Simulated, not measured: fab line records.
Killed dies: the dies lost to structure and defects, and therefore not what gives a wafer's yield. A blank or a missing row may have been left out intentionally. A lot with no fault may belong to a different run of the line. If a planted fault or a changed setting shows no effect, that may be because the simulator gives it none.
Which of the tools did it? | flow n5_finfet | Sampling: 10 lots, 30 wafers, 2 of 1938 route steps

WHAT THE GAUGES SHOWED, per wafer
N5_BEOL_M10_INSPECT_58: inspects for defects (darkfield).
lot  | measured     | on                | raw_defect_count
L076 | day 10 15:37 | defect_inspect-01 | 57 44 82
L079 | day 11 04:56 | defect_inspect-01 | 84 115 106
L081 | day 11 14:05 | defect_inspect-01 | 94 135 74
L083 | day 11 16:43 | defect_inspect-01 | 119 97 88
L086 | day 13 04:29 | defect_inspect-01 | 98 51 66
L085 | day 13 05:07 | defect_inspect-01 | 62 65 101
L089 | day 13 12:11 | defect_inspect-02 | 100 74 52
L092 | day 14 11:44 | defect_inspect-02 | 63 91 60
L096 | day 15 13:42 | defect_inspect-01 | 40 38 52
L097 | day 15 18:32 | defect_inspect-02 | 62 76 79

TOOL THAT RAN EACH LOT (tool first, then ch and the chambers of the sampled wafers, then the start)
lot  | N5_BEOL_M10_TRENCH_ETCH_37
L076 | rie_diel-05 ch 0,1, day 10 15:37 or earlier
L079 | rie_diel-05 ch 0,2, day 11 04:56 or earlier
L081 | rie_diel-04 ch 0,2,3, day 11 14:05 or earlier
L083 | rie_diel-06 ch 0,1, day 11 16:43 or earlier
L086 | rie_diel-04 ch 1,2, day 13 04:29 or earlier
L085 | rie_diel-05 ch 0,2,3, day 13 05:07 or earlier
L089 | rie_diel-04 ch 1,3, day 13 12:11 or earlier
L092 | rie_diel-04 ch 0,2, day 14 11:44 or earlier
L096 | rie_diel-04 ch 0,1,3, day 15 13:42 or earlier
L097 | rie_diel-06 ch 0,2,3, day 15 18:32 or earlier
- N5_BEOL_M10_TRENCH_ETCH_37: etches SiCOH lowk in C4F6/O2, target depth 148.83 nm, time 48 s.

THE ANSWER, worked out from the rows above alone
Rule: the lots themselves supply what counts as usual. Put in order of their means at a reading, lots are off if they are a third of the lots or fewer, leave a main group of 4 or more, and stand apart from it by a gap of 3 or more times the standard deviation of the main group's means; of several such gaps the widest counts. A main group is skipped when, at the precision printed for the reading in the tables above, its means are all equal. A lot without any number at a reading at which 4 lots or more have one is off too. Any other lot the step has rows for is counted as sound.
Across all readings shown, no lot is off: no conclusion can be drawn from this.

WHAT THE SIMULATOR PUT IN
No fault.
